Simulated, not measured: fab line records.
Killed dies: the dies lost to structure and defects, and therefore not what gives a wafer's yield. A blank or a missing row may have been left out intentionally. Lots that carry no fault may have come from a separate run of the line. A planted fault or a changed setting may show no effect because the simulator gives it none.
A struck lot beside a sound one + flow nand-harc + 18 steps out of a route of 1302
Sound: wafers L717.1, L717.4, L717.5. Wafers struck: L724.2, L724.3, L724.5. The cause comes at the end.
Per side, at each step with rows, come the tool, then ch with its chambers, and then its first start. Under that, the readings that differ: sound wafers + struck wafers + difference of the means + sigmas: that difference in standard deviations of wafers without a fault.
alike: same words and numbers on both sides, and readings whose means sit less than 2 such deviations apart. not compared: any withheld reading, any reading some wafer has no value for, any bound like >300 that may hide the same value, and any number with overlapping values for which the record gives no deviation.
A row with sigmas, a row that says differs or no value, or rows on one side alone: a step with any of these is where the two part. Numbers that have no deviation but don't overlap get no sigmas and don't part them. A reading missing from all wafers of one side parts the sides only when that side holds two or more wafers.

NHARC_P_GATE_CD_MEAS_46: the cd target is 720 nm.
  sound on cd-sem-01 ch 0, day 4 18:11; struck on cd-sem-01 ch 0, day 7 17:26
  alike: cd-nm
then, 1 step without rows for these wafers: NHARC_P_GATE_HARDBAKE_47 (time 80 s).
NHARC_P_GATE_DESCUM_48: chemistry O2, time 3 s.
  sound on rie-diel-10 ch 0,1,3, day 4 18:22; struck on rie-diel-05 ch 1,2,3, day 7 17:36
  alike: drypump-motor-current-A, oes-product-au, rf-vpp-V, showerhead-plenum-p-Torr, throttle-valve-pct
  not compared: rf-hours-counter-h
next, for these wafers, 1 step has no rows: NHARC_P_GATE_IMPLANT_49.
NHARC_P_GATE_STRIP_111: strips in N2/H2, time 250 s.
  sound on plasma-asher-01 ch 0, day 4 18:47; struck on plasma-asher-01 ch 0,1, day 7 17:58
  alike: drypump-motor-current-A, heater-power-w
  not compared: rf-hours-counter-h
NHARC_P_GATE_STRIP_75: strips in O2.
  sound on plasma-asher-01 ch 0, day 4 19:05; struck on plasma-asher-01 ch 0,1, day 7 18:16
  alike: drypump-motor-current-A, heater-power-w
  not compared: rf-hours-counter-h
then, 6 steps without rows for these wafers: NHARC_P_GATE_STRIP_50 (strips in SPM, time 900 s); NHARC_P_GATE_DEHYDRATE_51 (time 120 s); NHARC_P_GATE_HMDS_52 (time 30 s); NHARC_P_GATE_COAT_53; NHARC_P_GATE_SOFTBAKE_54 (time 95 s); NHARC_P_GATE_EBR_55.
NHARC_P_GATE_EXPOSE_56: exposes mask P PSD, target cd 720 nm.
  sound on krf-scanner-02 ch 0, day 4 19:44; struck on krf-scanner-02 ch 0, day 7 18:55
| reading              | sound                | struck               | difference | sigmas      |
|----------------------|----------------------|----------------------|------------|-------------|
| exposure-dose-mJ-cm2 | 14.796 14.823 14.821 | 10.814 10.821 10.839 | -3.989     | -99 or more |
  alike: mask
then, 2 steps without rows for these wafers: NHARC_P_GATE_PEB_57 (peb time 85 s); NHARC_P_GATE_DEVELOP_58 (time 70 s).
NHARC_P_GATE_CD_MEAS_59: the cd target is 720 nm.
  sound on cd-sem-03 ch 0, day 4 19:54; struck on cd-sem-01 ch 0, day 7 19:04
| reading    | sound             | struck            | difference | sigmas |
|------------|-------------------|-------------------|------------|--------|
| cd-nm (nm) | 720.7 719.1 718.9 | 665.8 665.5 667.0 | -53.5      | -30    |
then, 1 step without rows for these wafers: NHARC_P_GATE_HARDBAKE_60 (time 80 s).
-- break in the record here, with 19 days between the starts of the struck wafers on either side (left off in module P_GATE, picked up again in module END, where the first step shown is number 1302 on the route) --
NHARC_END_SORT_01:
  the record has rows for the struck wafers here (prober-02 ch 0, day 27 04:02) and none for the sound ones

## WHERE THEY PART
Earliest at NHARC_P_GATE_EXPOSE_56; latest, in this record, at NHARC_END_SORT_01.

WHY: the cause the simulator had injected
Process parameter drift: krf-scanner-02, from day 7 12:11 on, at NHARC_P_GATE_EXPOSE_56. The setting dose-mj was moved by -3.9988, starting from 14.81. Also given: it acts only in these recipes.
